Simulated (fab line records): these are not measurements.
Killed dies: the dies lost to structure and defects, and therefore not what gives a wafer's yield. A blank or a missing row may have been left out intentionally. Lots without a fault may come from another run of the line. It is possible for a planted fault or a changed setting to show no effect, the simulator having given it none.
Which tool did it? / flow n5_finfet / 10 lots, 30 wafers sampled, at 5 steps of a route of 1938

WHAT THE GAUGES SHOWED, per wafer
Not one reading of a measure or inspect step in the record can be checked against a usual standard deviation.

WHAT TOOL EACH LOT RAN ON (gives the tool, then ch and the chambers of the sampled wafers, and finally the start)
lot=L279; N5_BEOL_M9_STRIP_80=rie_diel-06 ch 0,1,2, day 9 19:01; N5_PASSIVATION_SPUTTER_20=pvd_sputter-01, day 12 00:56; N5_PASSIVATION_AL_ETCH_33=rie_metal-03 ch 0,1, day 12 01:41; N5_PASSIVATION_PASS_ETCH_47=rie_diel-05 ch 0,2,3, day 12 03:31; N5_PASSIVATION_PROBE_49=-
lot=L278; N5_BEOL_M9_STRIP_80=rie_diel-06 ch 0,1,3, day 9 19:28; N5_PASSIVATION_SPUTTER_20=pvd_sputter-01, day 12 08:28; N5_PASSIVATION_AL_ETCH_33=rie_metal-02 ch 0,1, day 12 09:20; N5_PASSIVATION_PASS_ETCH_47=rie_diel-03 ch 1,2,3, day 12 11:23; N5_PASSIVATION_PROBE_49=-
lot=L281; N5_BEOL_M9_STRIP_80=rie_diel-02 ch 1,3, day 10 14:31; N5_PASSIVATION_SPUTTER_20=pvd_sputter-01, day 13 04:44; N5_PASSIVATION_AL_ETCH_33=rie_metal-02 ch 0,1, day 13 05:29; N5_PASSIVATION_PASS_ETCH_47=rie_diel-03 ch 0,2,3, day 13 07:29; N5_PASSIVATION_PROBE_49=-
lot=L282; N5_BEOL_M9_STRIP_80=rie_diel-06 ch 0,1,3, day 10 21:54; N5_PASSIVATION_SPUTTER_20=pvd_sputter-01, day 13 15:43; N5_PASSIVATION_AL_ETCH_33=rie_metal-03 ch 0,1, day 13 16:32; N5_PASSIVATION_PASS_ETCH_47=rie_diel-04 ch 1,2, day 13 18:36; N5_PASSIVATION_PROBE_49=-
lot=L283; N5_BEOL_M9_STRIP_80=rie_diel-02 ch 1,2,3, day 11 01:44; N5_PASSIVATION_SPUTTER_20=pvd_sputter-02, day 13 15:14; N5_PASSIVATION_AL_ETCH_33=rie_metal-01 ch 0,1, day 13 16:20; N5_PASSIVATION_PASS_ETCH_47=rie_diel-04 ch 1,2,3, day 13 18:07; N5_PASSIVATION_PROBE_49=-
lot=L284; N5_BEOL_M9_STRIP_80=rie_diel-06 ch 2,3, day 11 12:05; N5_PASSIVATION_SPUTTER_20=pvd_sputter-02, day 13 19:37; N5_PASSIVATION_AL_ETCH_33=rie_metal-01 ch 0,1, day 13 20:37; N5_PASSIVATION_PASS_ETCH_47=rie_diel-05 ch 0,1,2, day 13 22:20; N5_PASSIVATION_PROBE_49=-
lot=L286; N5_BEOL_M9_STRIP_80=rie_diel-02 ch 0,1,2, day 12 00:17; N5_PASSIVATION_SPUTTER_20=pvd_sputter-02, day 14 13:26; N5_PASSIVATION_AL_ETCH_33=rie_metal-01 ch 0,1, day 14 14:45; N5_PASSIVATION_PASS_ETCH_47=rie_diel-05 ch 2,3, day 14 16:34; N5_PASSIVATION_PROBE_49=prober-02, day 14 19:37
lot=L290; N5_BEOL_M9_STRIP_80=rie_diel-06 ch 2,3, day 13 04:03; N5_PASSIVATION_SPUTTER_20=pvd_sputter-02, day 15 05:58; N5_PASSIVATION_AL_ETCH_33=rie_metal-03 ch 0,1, day 15 06:58; N5_PASSIVATION_PASS_ETCH_47=rie_diel-03 ch 0,2,3, day 15 09:12; N5_PASSIVATION_PROBE_49=prober-01, day 15 12:24
lot=L292; N5_BEOL_M9_STRIP_80=rie_diel-06 ch 2,3, day 13 07:37; N5_PASSIVATION_SPUTTER_20=pvd_sputter-03, day 15 16:58; N5_PASSIVATION_AL_ETCH_33=rie_metal-02 ch 0,1, day 15 17:57; N5_PASSIVATION_PASS_ETCH_47=rie_diel-03 ch 0,1,3, day 15 19:49; N5_PASSIVATION_PROBE_49=prober-01, day 15 22:50
lot=L299; N5_BEOL_M9_STRIP_80=rie_diel-01 ch 1,3, day 15 18:36; N5_PASSIVATION_SPUTTER_20=pvd_sputter-03, day 18 00:08; N5_PASSIVATION_AL_ETCH_33=rie_metal-03 ch 0,1, day 18 00:59; N5_PASSIVATION_PASS_ETCH_47=rie_diel-03 ch 0,2,3, day 18 02:55; N5_PASSIVATION_PROBE_49=-
- N5_BEOL_M9_STRIP_80: strips in N2/H2, time 10 s.
- N5_PASSIVATION_SPUTTER_20: material TaN, target thk 50 nm.
- N5_PASSIVATION_AL_ETCH_33: etches Al in Cl2/BCl3, stops on TaN, target depth 2800 nm, time 466.7 s.
- N5_PASSIVATION_PASS_ETCH_47: etches SiNx in CF4/O2, target depth 770 nm, time 385 s.
- N5_PASSIVATION_PROBE_49

AS READ BY THE TOOLS THEMSELVES (means over the sampled wafers that have a number; for cases with no such wafer, the mark the record gives instead)
N5_BEOL_M9_STRIP_80. Usual: drypump_motor_current_A 5.54 A, standard deviation 0.27; oes_product_au 0.80 a.u., standard deviation 0.095; rf_vpp_V 59.1 V, standard deviation 0.83; showerhead_plenum_p_Torr 2.55 Torr, standard deviation 0.082; temp_c 40.00 C, standard deviation 0.11; throttle_valve_pct 23.54 %, standard deviation 0.29.
lot=L279; tool=rie_diel-06; drypump_motor_current_A (A)=5.49; oes_product_au (a.u.)=0.70; rf_vpp_V (V)=58.7; showerhead_plenum_p_Torr (Torr)=2.55; temp_c (C)=40.17; throttle_valve_pct (%)=23.81; flag=
lot=L278; tool=rie_diel-06; drypump_motor_current_A (A)=5.67; oes_product_au (a.u.)=0.73; rf_vpp_V (V)=59.6; showerhead_plenum_p_Torr (Torr)=2.56; temp_c (C)=39.98; throttle_valve_pct (%)=23.57; flag=
lot=L281; tool=rie_diel-02; drypump_motor_current_A (A)=5.45; oes_product_au (a.u.)=0.77; rf_vpp_V (V)=58.3; showerhead_plenum_p_Torr (Torr)=2.44; temp_c (C)=40.03; throttle_valve_pct (%)=23.62; flag=
lot=L282; tool=rie_diel-06; drypump_motor_current_A (A)=5.66; oes_product_au (a.u.)=0.73; rf_vpp_V (V)=58.9; showerhead_plenum_p_Torr (Torr)=2.56; temp_c (C)=39.89; throttle_valve_pct (%)=23.59; flag=
lot=L283; tool=rie_diel-02; drypump_motor_current_A (A)=5.63; oes_product_au (a.u.)=0.79; rf_vpp_V (V)=59.1; showerhead_plenum_p_Torr (Torr)=2.49; temp_c (C)=40.03; throttle_valve_pct (%)=23.40; flag=
lot=L284; tool=rie_diel-06; drypump_motor_current_A (A)=5.74; oes_product_au (a.u.)=0.79; rf_vpp_V (V)=59.4; showerhead_plenum_p_Torr (Torr)=2.66; temp_c (C)=39.99; throttle_valve_pct (%)=23.33; flag=
lot=L286; tool=rie_diel-02; drypump_motor_current_A (A)=5.53; oes_product_au (a.u.)=0.85; rf_vpp_V (V)=58.6; showerhead_plenum_p_Torr (Torr)=2.54; temp_c (C)=39.90; throttle_valve_pct (%)=23.38; flag=
lot=L290; tool=rie_diel-06; drypump_motor_current_A (A)=5.74; oes_product_au (a.u.)=0.78; rf_vpp_V (V)=59.2; showerhead_plenum_p_Torr (Torr)=2.65; temp_c (C)=40.14; throttle_valve_pct (%)=23.34; flag=
lot=L292; tool=rie_diel-06; drypump_motor_current_A (A)=5.59; oes_product_au (a.u.)=0.74; rf_vpp_V (V)=59.8; showerhead_plenum_p_Torr (Torr)=2.64; temp_c (C)=39.97; throttle_valve_pct (%)=23.57; flag=
lot=L299; tool=rie_diel-01; drypump_motor_current_A (A)=5.40; oes_product_au (a.u.)=0.86; rf_vpp_V (V)=58.8; showerhead_plenum_p_Torr (Torr)=2.57; temp_c (C)=40.03; throttle_valve_pct (%)=23.30; flag=

N5_PASSIVATION_SPUTTER_20. Usual: throttle_valve_pct reads 29.8 % (standard deviation 1).
lot=L279; tool=pvd_sputter-01; throttle_valve_pct (%)=30.1; flag=
lot=L278; tool=pvd_sputter-01; throttle_valve_pct (%)=30.2; flag=
lot=L281; tool=pvd_sputter-01; throttle_valve_pct (%)=30.0; flag=
lot=L282; tool=pvd_sputter-01; throttle_valve_pct (%)=30.7; flag=
lot=L283; tool=pvd_sputter-02; throttle_valve_pct (%)=29.6; flag=
lot=L284; tool=pvd_sputter-02; throttle_valve_pct (%)=29.1; flag=
lot=L286; tool=pvd_sputter-02; throttle_valve_pct (%)=29.9; flag=
lot=L290; tool=pvd_sputter-02; throttle_valve_pct (%)=29.5; flag=
lot=L292; tool=pvd_sputter-03; throttle_valve_pct (%)=30.6; flag=
lot=L299; tool=pvd_sputter-03; throttle_valve_pct (%)=30.1; flag=

N5_PASSIVATION_AL_ETCH_33. Usual: bcl3_flow_sccm 59.99 sccm, standard deviation 0.18; drypump_motor_current_A 5.4 A, standard deviation 0.46; oes_product_au 0.68 a.u., standard deviation 0.073; throttle_valve_pct 34.2 %, standard deviation 0.4.
lot=L279; tool=rie_metal-03; bcl3_flow_sccm (sccm)=60.02; drypump_motor_current_A (A)=5.2; oes_product_au (a.u.)=0.60; throttle_valve_pct (%)=34.5; flag=
lot=L278; tool=rie_metal-02; bcl3_flow_sccm (sccm)=60.03; drypump_motor_current_A (A)=5.8; oes_product_au (a.u.)=0.69; throttle_valve_pct (%)=34.1; flag=
lot=L281; tool=rie_metal-02; bcl3_flow_sccm (sccm)=59.96; drypump_motor_current_A (A)=5.7; oes_product_au (a.u.)=0.68; throttle_valve_pct (%)=34.2; flag=
lot=L282; tool=rie_metal-03; bcl3_flow_sccm (sccm)=59.82; drypump_motor_current_A (A)=5.5; oes_product_au (a.u.)=0.58; throttle_valve_pct (%)=34.7; flag=
lot=L283; tool=rie_metal-01; bcl3_flow_sccm (sccm)=60.25; drypump_motor_current_A (A)=5.0; oes_product_au (a.u.)=0.71; throttle_valve_pct (%)=33.9; flag=
lot=L284; tool=rie_metal-01; bcl3_flow_sccm (sccm)=59.98; drypump_motor_current_A (A)=5.0; oes_product_au (a.u.)=0.70; throttle_valve_pct (%)=33.9; flag=
lot=L286; tool=rie_metal-01; bcl3_flow_sccm (sccm)=59.79; drypump_motor_current_A (A)=4.9; oes_product_au (a.u.)=0.67; throttle_valve_pct (%)=33.9; flag=
lot=L290; tool=rie_metal-03; bcl3_flow_sccm (sccm)=59.89; drypump_motor_current_A (A)=5.5; oes_product_au (a.u.)=0.79; throttle_valve_pct (%)=34.8; flag=
lot=L292; tool=rie_metal-02; bcl3_flow_sccm (sccm)=59.93; drypump_motor_current_A (A)=5.7; oes_product_au (a.u.)=0.68; throttle_valve_pct (%)=34.2; flag=
lot=L299; tool=rie_metal-03; bcl3_flow_sccm (sccm)=59.88; drypump_motor_current_A (A)=5.5; oes_product_au (a.u.)=0.75; throttle_valve_pct (%)=34.8; flag=

N5_PASSIVATION_PASS_ETCH_47. Usual: O2_flow_sccm 10.00 sccm, standard deviation 0.034; drypump_motor_current_A 6.0 A, standard deviation 0.4; oes_product_au 0.85 a.u., standard deviation 0.082; rf_vpp_V 239 V, standard deviation 3.8; showerhead_plenum_p_Torr 2.21 Torr, standard deviation 0.07; throttle_valve_pct 15.69 %, standard deviation 0.26.
lot=L279; tool=rie_diel-05; O2_flow_sccm (sccm)=10.01; drypump_motor_current_A (A)=6.0; oes_product_au (a.u.)=0.87; rf_vpp_V (V)=238; showerhead_plenum_p_Torr (Torr)=2.31; throttle_valve_pct (%)=15.61; flag=
lot=L278; tool=rie_diel-03; O2_flow_sccm (sccm)=10.04; drypump_motor_current_A (A)=6.0; oes_product_au (a.u.)=0.88; rf_vpp_V (V)=240; showerhead_plenum_p_Torr (Torr)=2.19; throttle_valve_pct (%)=15.84; flag=
lot=L281; tool=rie_diel-03; O2_flow_sccm (sccm)=10.02; drypump_motor_current_A (A)=5.6; oes_product_au (a.u.)=0.82; rf_vpp_V (V)=241; showerhead_plenum_p_Torr (Torr)=2.20; throttle_valve_pct (%)=15.99; flag=
lot=L282; tool=rie_diel-04; O2_flow_sccm (sccm)=10.00; drypump_motor_current_A (A)=6.2; oes_product_au (a.u.)=0.94; rf_vpp_V (V)=238; showerhead_plenum_p_Torr (Torr)=2.19; throttle_valve_pct (%)=15.62; flag=
lot=L283; tool=rie_diel-04; O2_flow_sccm (sccm)=9.99; drypump_motor_current_A (A)=6.2; oes_product_au (a.u.)=0.87; rf_vpp_V (V)=240; showerhead_plenum_p_Torr (Torr)=2.17; throttle_valve_pct (%)=15.61; flag=
lot=L284; tool=rie_diel-05; O2_flow_sccm (sccm)=10.02; drypump_motor_current_A (A)=5.6; oes_product_au (a.u.)=0.83; rf_vpp_V (V)=237; showerhead_plenum_p_Torr (Torr)=2.28; throttle_valve_pct (%)=15.64; flag=
lot=L286; tool=rie_diel-05; O2_flow_sccm (sccm)=10.02; drypump_motor_current_A (A)=6.0; oes_product_au (a.u.)=0.92; rf_vpp_V (V)=235; showerhead_plenum_p_Torr (Torr)=2.28; throttle_valve_pct (%)=15.43; flag=
lot=L290; tool=rie_diel-03; O2_flow_sccm (sccm)=9.99; drypump_motor_current_A (A)=5.6; oes_product_au (a.u.)=0.80; rf_vpp_V (V)=241; showerhead_plenum_p_Torr (Torr)=2.19; throttle_valve_pct (%)=16.01; flag=
lot=L292; tool=rie_diel-03; O2_flow_sccm (sccm)=9.97; drypump_motor_current_A (A)=5.8; oes_product_au (a.u.)=0.76; rf_vpp_V (V)=240; showerhead_plenum_p_Torr (Torr)=2.16; throttle_valve_pct (%)=15.92; flag=
lot=L299; tool=rie_diel-03; O2_flow_sccm (sccm)=10.01; drypump_motor_current_A (A)=5.6; oes_product_au (a.u.)=0.86; rf_vpp_V (V)=241; showerhead_plenum_p_Torr (Torr)=2.18; throttle_valve_pct (%)=15.91; flag=

N5_PASSIVATION_PROBE_49. Usual: defect_limited_yield 91.1 %, standard deviation 1.4; killed_at_M0_to_M3 34, standard deviation 11; killed_at_M4_up 14, standard deviation 5.7; killed_at_contacts 14, standard deviation 6.9; killed_at_front_end 40, standard deviation 11; killed_at_other 4, standard deviation 3.1; killed_dies 105, standard deviation 17; killed_open 70, standard deviation 13; killed_short 34, standard deviation 7.6; sort_bin_5_function 5.3 %, standard deviation 0.95; sort_bin_6_memory 3.3 %, standard deviation 0.64; sort_n_pass 1075, standard deviation 17; sort_yield_pct 91.1 %, standard deviation 1.4.
lot=L286; tool=prober-02; defect_limited_yield (%)=89.4; killed_at_M0_to_M3=38; killed_at_M4_up=14; killed_at_contacts=25; killed_at_front_end=42; killed_at_other=6; killed_dies=125; killed_open=92; killed_short=32; sort_bin_5_function (%)=6.7; sort_bin_6_memory (%)=3.8; sort_n_pass=1055; sort_yield_pct (%)=89.4; flag=
lot=L290; tool=prober-01; defect_limited_yield (%)=84.9; killed_at_M0_to_M3=33; killed_at_M4_up=105; killed_at_contacts=12; killed_at_front_end=27; killed_at_other=1; killed_dies=178; killed_open=56; killed_short=28; sort_bin_5_function (%)=9.8; sort_bin_6_memory (%)=3.5; sort_n_pass=1002; sort_yield_pct (%)=84.9; flag=OFF
lot=L292; tool=prober-01; defect_limited_yield (%)=85.4; killed_at_M0_to_M3=29; killed_at_M4_up=106; killed_at_contacts=7; killed_at_front_end=29; killed_at_other=2; killed_dies=173; killed_open=52; killed_short=29; sort_bin_5_function (%)=9.6; sort_bin_6_memory (%)=3.3; sort_n_pass=1007; sort_yield_pct (%)=85.4; flag=OFF

THE ANSWER, worked out from the rows above alone
Rule: lot off if the mean of its wafers having a number is beyond 3 standard deviations from the usual mean. A lot without any number at a reading at which 4 lots or more have one is off too. Any other lot the step has rows for is counted as sound. After the gauges, taken in route order, come the tools' own readings; for these a lot's mean is taken, as printed above. The first step at which some lot is off is used, and at that step the reading that is off furthest; a lot without a number counts as furthest.
Off at N5_PASSIVATION_PROBE_49 (killed_at_M4_up): L290, L292. Neither off nor sound, because the step has no rows for them: L279, L278, L281, L282, L283, L284, L299.
A tool fits if, at that step or a process step before it, it ran every lot that is off, and no sound lot after the first of them. Can't be told from this: 3 tools fit, rie_diel-06 at N5_BEOL_M9_STRIP_80, rie_diel-03 at N5_PASSIVATION_PASS_ETCH_47, prober-01 at N5_PASSIVATION_PROBE_49.

WHAT THE SIMULATOR PUT IN
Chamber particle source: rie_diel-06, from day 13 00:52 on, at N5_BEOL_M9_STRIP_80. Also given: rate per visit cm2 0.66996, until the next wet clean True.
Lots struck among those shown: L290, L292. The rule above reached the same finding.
